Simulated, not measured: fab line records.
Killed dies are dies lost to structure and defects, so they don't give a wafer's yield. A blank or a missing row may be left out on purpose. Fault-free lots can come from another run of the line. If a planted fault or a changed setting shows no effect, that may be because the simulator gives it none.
A struck lot beside a sound one + flow n5Finfet + 39 out of 1938 route steps
Sound: wafers L401.2, L401.4, L401.6. Struck: wafer L409.5; the same lot's L409.4 was not struck, so it is left out; see the end for the cause.
Per side, at each step with rows, come the tool, then ch with its chambers, and then its first start. Under that, the readings that differ: sound wafers + struck wafers + difference of the means + sigmas: that difference in standard deviations of wafers without a fault.
alike: a reading whose means differ by less than 2 such deviations, as well as words and numbers matching on both sides. not compared: withheld readings; readings where some wafer has no value; bounds like >300 that might hide an equal value; numbers whose values overlap and for which the record gives no deviation.
Wherever a step has rows on one side only, a row that says differs or no value, or a row with sigmas, the two part there. Numbers that don't overlap but have no deviation are shown without sigmas and don't part them. A reading that every wafer of one side lacks parts them only if that side has two wafers or more.

first, 9 steps without rows for these wafers: N5_HKMG_FIN_SOFTBAKE_07 (time 60 s); N5_HKMG_FIN_EXPOSE_09 (exposes mask NWFM); N5_HKMG_FIN_PEB_10 (peb time 60 s); N5_HKMG_FIN_DEVELOP_11 (develop time 30 s); N5_HKMG_FIN_DESCUM_17 (chemistry O2, time 7.9 s); N5_HKMG_FIN_ETCH_31 (etches SiARC in CF4, target depth 45.5 nm, time 75.8 s); N5_HKMG_FIN_ETCH_32 (etches SOC in N2/H2, target depth 240 nm, time 300 s); N5_HKMG_FIN_STRIP_33 (strips in N2/H2); N5_HKMG_FIN_STRIP_34 (strips in CF4).
N5_HKMG_FIN_ETCH_35: etches SOC in N2/H2, target depth 215.8 nm, time 243.4 s.
  sound on rieDiel-06 ch 0,1,3, day 6 10:44; struck on rieDiel-06 ch 2, day 8 07:53
| reading                                  | sound             | struck | difference | sigmas      |
|------------------------------------------|-------------------|--------|------------|-------------|
| runLengthS (s)                           | 267.0 266.8 267.4 | 191.2  | -75.9      | -99 or more |
| model.SOC_of_HKMG_FIN_COAT_29.thkNm (nm) | 87.2 91.4 81.4    | 143.8  | +57.1      |             |
| model.etch.depthNm (nm)                  | 214.3 208.8 219.8 | 158.4  | -55.9      |             |
| model.HKMG_FIN.featureDepthNm (nm)       | 214.4 208.8 219.8 | 158.4  | -55.9      |             |
  alike: drypumpMotorCurrentA, oesProductAu, rfVppV, showerheadPlenumPTorr, throttleValvePct
  not compared: rfHoursCounterH
N5_HKMG_FIN_STRIP_92: strips SOC in N2/H2, time 20 s.
  sound on rieDiel-06 ch 0,1,3, day 6 10:53; struck on rieDiel-06 ch 2, day 8 08:02
| reading                                  | sound      | struck | difference | sigmas |
|------------------------------------------|------------|--------|------------|--------|
| model.SOC_of_HKMG_FIN_COAT_29.thkNm (nm) | 76.8 82 71 | 132.8  | +56.2      |        |
  alike: drypumpMotorCurrentA, oesProductAu, powerW, rfVppV, showerheadPlenumPTorr, throttleValvePct
  not compared: rfHoursCounterH
then, 26 steps without rows for these wafers: N5_HKMG_FIN_WET_ETCH_18 (etches TiN in SC1, time 55 s, target depth 5.2 nm, rinse time 30 s); N5_HKMG_FIN_STRIP_19 (strips in N2/H2, time 360 s); N5_HKMG_FIN_ALD_91 (deposits TiN, target thk 1 nm, pulse time 1 s, purge time 3 s); N5_HKMG_FIN_COAT_85 (time 60 s, resist thk 300 nm); N5_HKMG_FIN_ETCH_86 (etches SOC in N2/H2, stops on TiN, target depth 393.2 nm); N5_HKMG_FIN_STRIP_89 (strips SOC in N2/H2, time 20 s); N5_HKMG_FIN_WET_ETCH_87 (etches TiN in SC1, time 154.2 s, target depth 4.7 nm, rinse time 30 s); N5_HKMG_FIN_STRIP_88 (strips in N2/H2, time 360 s); N5_HKMG_FIN_NWFM_ALD_20 (deposits TiAlC, target thk 2 nm, pulse time 3 s, purge time 2 s); N5_HKMG_FIN_ALD_71 (deposits TiN, target thk 1 nm, pulse time 1 s, purge time 3 s); N5_HKMG_FIN_COAT_66 (time 60 s, resist thk 300 nm); N5_HKMG_FIN_ETCH_67 (etches SOC in N2/H2, stops on TiN, target depth 388.9 nm); N5_HKMG_FIN_STRIP_90 (strips SOC in N2/H2, time 20 s); N5_HKMG_FIN_WET_ETCH_73 (etches the open film in SC1, time 42.3 s, target depth 1.3 nm, rinse time 30 s); N5_HKMG_FIN_ETCHBACK_68 (etches the open film in Cl2/Ar, stops on HfO2, target depth 0.5 nm); N5_HKMG_FIN_STRIP_69 (strips in N2/H2, time 360 s); N5_HKMG_FIN_ALD_21 (deposits TiN, target thk 1.5 nm, pulse time 1 s, purge time 3 s); N5_HKMG_FIN_ALD_72 (deposits W, target thk 2 nm, pulse time 1 s, purge time 2 s); N5_HKMG_FIN_W_FILL_22 (material W, target thk 60 nm, time 18.2 s); N5_HKMG_FIN_PRECLEAN_83 (cleans in DIW, time 57.5 s); N5_HKMG_FIN_SRD_84 (dry time 32 s); N5_HKMG_FIN_CMP_23 (polishes, stops on SiNx, t overpolish 10 s, target thk 46.326 nm); N5_HKMG_FIN_CMP_94 (polishes, stops on SiNx, t overpolish 4.7 s, target thk 43.299 nm); N5_GATE_CUT_ETCHBACK_00 (etches W in SF6/Cl2); N5_GATE_CUT_ETCH_56 (etches TiN in Cl2/Ar, target depth 21.6 nm); N5_GATE_CUT_ETCHBACK_30 (etches TiN in Cl2/Ar, target depth 3 nm).
-- here the record skips 4 days between the struck wafers' starts before and after, leaving off in module GATE_CUT and picking up in module BEOL_M4 (first step shown: number 1111 of the route) --
N5_BEOL_M4_RC_MEAS_101:
  sound on prober-02 ch 0, day 10 00:01; struck on prober-02 ch 0, day 12 03:24
| reading             | sound                      | struck   | difference | sigmas |
|---------------------|----------------------------|----------|------------|--------|
| IOFF_N_LONG (nA/um) | 5.04e-05 5.04e-05 4.86e-05 | 4.07e-05 | -9.10e-06  | -3     |
| ION_N (uA/um)       | 671 683 661                | 486      | -186       | -12    |
| VT_N_LONG (mV)      | 277.4 278.2 278.9          | 286.8    | +8.6       | +4     |
| VT_N_LVT (mV)       | 104 101 106                | 112      | +8         | +2     |
| VT_P (mV)           | -257 -256 -257             | -249     | +8         | +2     |
  alike: DIBL_N, DIBL_P, IOFF_N, IOFF_P, ION_P, SS_N, SS_P, VT_N
-- here the record skips 4 days between the struck wafers' starts before and after, leaving off in module BEOL_M4 and picking up in module PASSIVATION (first step shown: number 1936 of the route) --
N5_PASSIVATION_PROBE_49:
  sound: prober-01 at day 14 13:41; struck: prober-01 at day 16 14:08
| reading              | sound     | struck | difference | sigmas      |
|----------------------|-----------|--------|------------|-------------|
| killed_at_M0_to_M3   | 36 20     | 57     | +29        | +3          |
| killedShort          | 29 26     | 44     | +16        | +2          |
| sort_bin_8_speed (%) | 0 0       | 90.4   | +90.4      | +99 or more |
| sortNPass            | 1087 1101 | 0      | -1094      | -55         |
| sortYieldPct (%)     | 92.1 93.3 | 0      | -93        | -55         |
  alike: defectLimitedYield, killed_at_M4_up, killedAtContacts, killedAtFrontEnd, killedAtOther, killedDies, killedOpen, sort_bin_5_function, sort_bin_6_memory

WHERE THEY PART
At N5_HKMG_FIN_ETCH_35 first; at N5_PASSIVATION_PROBE_49 last (within this record only).

WHY: what the simulator had put in
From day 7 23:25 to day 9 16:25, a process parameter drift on rieDiel-06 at N5_HKMG_FIN_ETCH_35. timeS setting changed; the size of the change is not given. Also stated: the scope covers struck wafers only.
